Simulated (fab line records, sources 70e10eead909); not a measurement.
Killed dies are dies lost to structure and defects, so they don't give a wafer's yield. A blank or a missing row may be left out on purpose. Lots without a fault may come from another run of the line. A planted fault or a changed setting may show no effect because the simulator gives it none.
Chamber matching | flow nand_harc | NHARC_A_SGD_CUT_CMP_21 on cmp-03: 4 sister chambers
The step polishes, target thk 148.19 nm. 4 wafers are shown with their chamber, then 7 later ones without.

WAFERS WITH THEIR CHAMBER
wafer  | chamber | motor_current_A (A)
L081.2 | 2       | 11.2
L083.2 | 0       | 11.1
L089.4 | 1       | 12.7
L090.1 | 3       | 14.6

WAFERS WITHOUT THEIR CHAMBER
wafer  | motor_current_A (A)
L090.4 | 13.5
L092.1 | 13.4
L092.3 | 11.2
L093.3 | 11.0
L093.4 | 10.8
L096.1 | 14.3
L096.3 | 10.8

WHICH CHAMBER EACH WENT THROUGH
wafer  | from the rows above     | in truth
L090.4 | can't be placed: 1 or 3 | 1
L092.1 | can't be placed: 1 or 3 | 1
L092.3 | can't be placed: 2 or 0 | 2
L093.3 | can't be placed: 0 or 2 | 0
L093.4 | can't be placed: 0 or 2 | 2
L096.1 | 3                       | 3
L096.3 | can't be placed: 0 or 2 | 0
Placed correctly: 1 of 7. Can't be placed from these rows: 6 (the true chamber is among the candidates in 6). Placed wrongly: 0.
How it was worked out, from the rows above alone: a wafer's distance from a chamber is the root of the sum, over the readings, of the square of ((its reading less the chamber's mean) divided by the reading's scatter). The wafer belongs to the nearest chamber; if the next one is less than 2 further off, it can't be placed. A chamber's mean is the mean of its shown wafers. The scatter: with one shown wafer a chamber, the root of the mean of the squares of how far each hidden wafer lies from its nearest shown one.
